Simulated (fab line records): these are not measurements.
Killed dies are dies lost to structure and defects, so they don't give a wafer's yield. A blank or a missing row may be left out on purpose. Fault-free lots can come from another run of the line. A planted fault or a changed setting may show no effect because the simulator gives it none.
The tool behind it: which one? + flow nand harc + 6 lots, 18 wafers sampled, at 2 steps of a route of 1302

== WHAT THE GAUGES SHOWED, per wafer ==
NHARC_P_ZERO_WELL_CD_MEAS_24 targets a cd of 720 nm.
| lot  | measured     | on        | cd nm (nm)        |
|------|--------------|-----------|-------------------|
| L239 | day 2 18:28  | cd sem-03 | 723.7 722.1 719.9 |
| L245 | day 5 06:38  | cd sem-03 | 727.4 722.2 726.4 |
| L250 | day 7 11:52  | cd sem-03 | 718.1 720.9 720.7 |
| L253 | day 8 14:37  | cd sem-03 | 720.4 722.9 724.0 |
| L255 | day 9 10:25  | cd sem-02 | 719.9 719.9 720.9 |
| L258 | day 10 16:28 | cd sem-01 | 719.1 720.1 719.2 |

== WHAT TOOL EACH LOT RAN ON (gives the tool, then ch and the chambers of the sampled wafers, and finally the start) ==
| lot  | NHARC_P_ZERO_WELL_PEB_22          |
|------|-----------------------------------|
| L239 | litho track-05 ch 0, day 2 18:22  |
| L245 | litho track-05 ch 0, day 5 06:32  |
| L250 | litho track-07 ch 0, day 7 11:47  |
| L253 | litho track-07 ch 0, day 8 14:32  |
| L255 | litho track-03 ch 0, day 9 10:19  |
| L258 | litho track-03 ch 0, day 10 16:22 |
- NHARC_P_ZERO_WELL_PEB_22: peb time 85 s.

== THE ANSWER, worked out from the rows above alone ==
Rule: usual is defined by the lots themselves. Put in order of their means at a reading, lots are off if they are a third of the lots or fewer, leave a main group of 4 or more, and stand apart from it by a gap of 3 or more times the standard deviation of the main group's means; of several such gaps the widest counts. Not used: any main group whose means are identical at the precision the tables above print for the reading. A lot without any number at a reading at which 4 lots or more have one is off too. The other lots that the step has rows for count as sound.
None of the lots is off at any reading shown; this tells nothing.

== WHAT THE SIMULATOR HAD PUT IN ==
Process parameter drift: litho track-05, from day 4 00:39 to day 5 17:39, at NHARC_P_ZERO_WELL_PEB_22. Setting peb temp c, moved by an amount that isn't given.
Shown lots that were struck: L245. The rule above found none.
